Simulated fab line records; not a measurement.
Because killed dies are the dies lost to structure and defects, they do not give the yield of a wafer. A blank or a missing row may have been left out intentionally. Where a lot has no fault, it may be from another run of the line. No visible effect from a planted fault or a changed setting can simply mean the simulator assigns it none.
Code-filled problem report in 8D (eight disciplines) form    flow nand-harc    the parts of the form that need people (team, actions taken, sign-off) are left out

## 1. PROBLEM STATEMENT
At NHARC_A_M1_THK_MEAS_24, thk-nm averages 29.5 nm over 9 wafers from 3 lots, while fault-free wafers read 154.0 nm, standard deviation 1.4. That puts it -89 standard deviations away from the usual mean.
The step: measures by xrf.
Earliest sighting: wafer L864.2 on film-metro-02 at day 18 12:58. At this step, 36 wafers from 12 lots have a number in the record. Rule for "out", or "out of limits": more than 4 standard deviations from the usual mean. The rest of the wafers with a number are treated as sound.

## 2. WHAT THIS IS AND IS NOT
question                     is                      is not
which readings at this step  thk-nm                  -
which lots                   L864, L866, L867        L863, L865, L871, L872, L874, L875, L876, L878, L883
which wafers of those lots   all that have a number  -
read on which gauges         film-metro-02           film-metro-01
when                         from day 18 12:58       up to then (6 sound wafers); but 21 sound wafers of L871, L872, L874, L875, L876, L878, L883 came after

## 3. SUSPECTS, AND WHAT RULES EACH OUT
Counting: any tool at a process step up to the reading is kept as a suspect provided that every lot that is out went through it and no sound lot did after the first of them.
- the gauge at NHARC_A_M1_THK_MEAS_24 has been ruled out. All the wafers that are out were read on film-metro-02, but those of them that NHARC_A_M1_CMP_23 has rows for are out there too, on other tools.
- ecd-cu-01 at NHARC_A_M1_ECD_22 (material Cu, target thk 400 nm): ruled out as a lasting fault. After its first lot that is out, L864 (day 18 11:58), sound lots L871, L876, L875, L883 ran on it.
Left after counting: nothing in the record.

## 4. THE CAUSE (what the simulator had put in)
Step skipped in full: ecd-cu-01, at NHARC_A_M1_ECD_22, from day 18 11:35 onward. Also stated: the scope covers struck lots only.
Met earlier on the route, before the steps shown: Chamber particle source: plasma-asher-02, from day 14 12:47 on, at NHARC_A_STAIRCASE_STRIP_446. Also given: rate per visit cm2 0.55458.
It was ruled out by counting, in error; the rule expects a fault to strike all lots run on its tool from its start on, and this fault did not.

## 5. THE EFFECT CHAIN, in route order
One row per reading whose mean, taken over the struck wafers that have a number, lies over 3 standard deviations from the usual. Only readings for which the record gives a usual standard deviation are gone through. hours: the time from each lot's start at the first step in this table that gives one to its start at this step, as a median over the lots. sigmas: the change in usual standard deviations.
hours  step                    reading             usual     on struck wafers  change  sigmas
0      NHARC_A_M1_CMP_23       time-to-endpoint-s  28.1 s    2.8               -25.3   -9.4
0      NHARC_A_M1_THK_MEAS_24  thk-nm              154.0 nm  29.5              -124.5  -89
The process steps in it:
- NHARC_A_M1_CMP_23: polishes, t overpolish 20 s, target thk 154.34 nm.
Readings that are blank on the struck wafers while sound wafers have them: bath-heat-duty-pct at NHARC_A_M1_ECD_22; bath-temp-c at NHARC_A_M1_ECD_22.

## 6. HOW IT WOULD HAVE BEEN CAUGHT EARLIER
In this record the first reading out of limits at a measuring or inspecting step was taken at day 18 12:58, 1 hour after the fault began at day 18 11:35.
At NHARC_A_M1_ECD_22 the tool's readings are blank on the struck wafers, where sound wafers have them: an empty tool record is the first sign, and it was there at once.
